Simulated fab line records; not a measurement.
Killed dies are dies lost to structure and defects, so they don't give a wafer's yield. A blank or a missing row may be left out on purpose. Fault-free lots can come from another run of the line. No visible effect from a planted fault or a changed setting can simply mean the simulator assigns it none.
Chamber matching    flow n5-finfet    rie-diel-05 running N5_BEOL_M6_ETCH_72: 4 sister chambers
The step etches underlayer in N2/H2, target depth 6.5 nm, time 5.2 s. 7 wafers are shown with their chamber, then 7 later ones without.

## WAFERS WITH THEIR CHAMBER
wafer   chamber  drypump-motor-current-A (A)  showerhead-plenum-p-Torr (Torr)
L327.6  2        5.6                          2.53
L333.3  0        5.3                          2.62
L333.4  2        5.6                          2.53
L334.1  1        6.0                          2.48
L334.5  3        6.7                          2.40
L346.2  3        6.8                          2.39
L346.3  1        6.0                          2.47

## WAFERS WHOSE CHAMBER IS MISSING
wafer   drypump-motor-current-A (A)  showerhead-plenum-p-Torr (Torr)
L346.4  5.3                          2.61
L347.3  5.3                          2.61
L347.4  5.2                          2.61
L347.6  6.0                          2.47
L349.2  6.0                          2.46
L349.3  5.2                          2.61
L349.5  5.6                          2.52

## WHICH CHAMBER EACH WENT THROUGH
wafer   from the rows above  in truth
L346.4  0                    0
L347.3  0                    0
L347.4  0                    0
L347.6  1                    1
L349.2  1                    1
L349.3  0                    0
L349.5  2                    2
Placed correctly: 7 of 7. Can't be placed from these rows: 0. Placed wrongly: 0.
How it was worked out, from the rows above alone: a wafer's distance from a chamber is the root of the sum, over the readings, of the square of ((its reading less the chamber's mean) divided by the reading's scatter). The wafer belongs to the nearest chamber; if the next one is less than 2 further off, it can't be placed. The mean given for a chamber averages the wafers shown for that chamber. How the scatter is found: for the shown wafers, subtract from each reading the mean of its chamber, square and add these, divide the total by (wafers less chambers), then take the root.
